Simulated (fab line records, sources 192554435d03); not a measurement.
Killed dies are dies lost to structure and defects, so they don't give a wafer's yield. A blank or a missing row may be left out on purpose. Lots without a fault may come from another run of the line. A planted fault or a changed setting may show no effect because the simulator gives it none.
Chamber matching | flow n5_finfet | N5_SPACER0_ALD_08 on ald_sin-03: 4 sister chambers
The step deposits SiNx, target thk 2 nm. 8 wafers are shown with their chamber, then 9 later ones without.

WAFERS WITH THEIR CHAMBER
wafer  | chamber | heater_power_w (W) | susceptor_temp_C (C)
L077.6 | 2       | 906                | 399.88
L078.3 | 0       | 938                | 399.95
L083.5 | 3       | 763                | 400.11
L084.4 | 0       | 954                | 400.05
L084.6 | 3       | 764                | 400.07
L087.3 | 1       | 829                | 400.16
L087.4 | 1       | 789                | 399.98
L087.5 | 2       | 910                | 400.26

WAFERS WITHOUT THEIR CHAMBER
wafer  | heater_power_w (W) | susceptor_temp_C (C)
L092.1 | 899                | 400.04
L092.2 | 747                | 399.85
L092.3 | 967                | 400.15
L094.3 | 761                | 399.75
L094.5 | 943                | 399.68
L094.6 | 814                | 399.68
L097.1 | 746                | 399.53
L097.3 | 795                | 399.91
L097.6 | 749                | 400.03

WHICH CHAMBER EACH WENT THROUGH
wafer  | from the rows above     | in truth
L092.1 | 2                       | 2
L092.2 | 3                       | 3
L092.3 | 0                       | 0
L094.3 | can't be placed: 3 or 1 | 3
L094.5 | can't be placed: 0 or 2 | 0
L094.6 | can't be placed: 1 or 3 | 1
L097.1 | can't be placed: 3 or 1 | 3
L097.3 | can't be placed: 1 or 3 | 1
L097.6 | 3                       | 3
Placed correctly: 4 of 9. Can't be placed from these rows: 5 (the true chamber is among the candidates in 5). Placed wrongly: 0.
How it was worked out, from the rows above alone: a wafer's distance from a chamber is the root of the sum, over the readings, of the square of ((its reading less the chamber's mean) divided by the reading's scatter). The wafer belongs to the nearest chamber; if the next one is less than 2 further off, it can't be placed. A chamber's mean is the mean of its shown wafers. The scatter: the root of (the sum of the squares of (reading less its chamber's mean) over the shown wafers, divided by (wafers less chambers)).
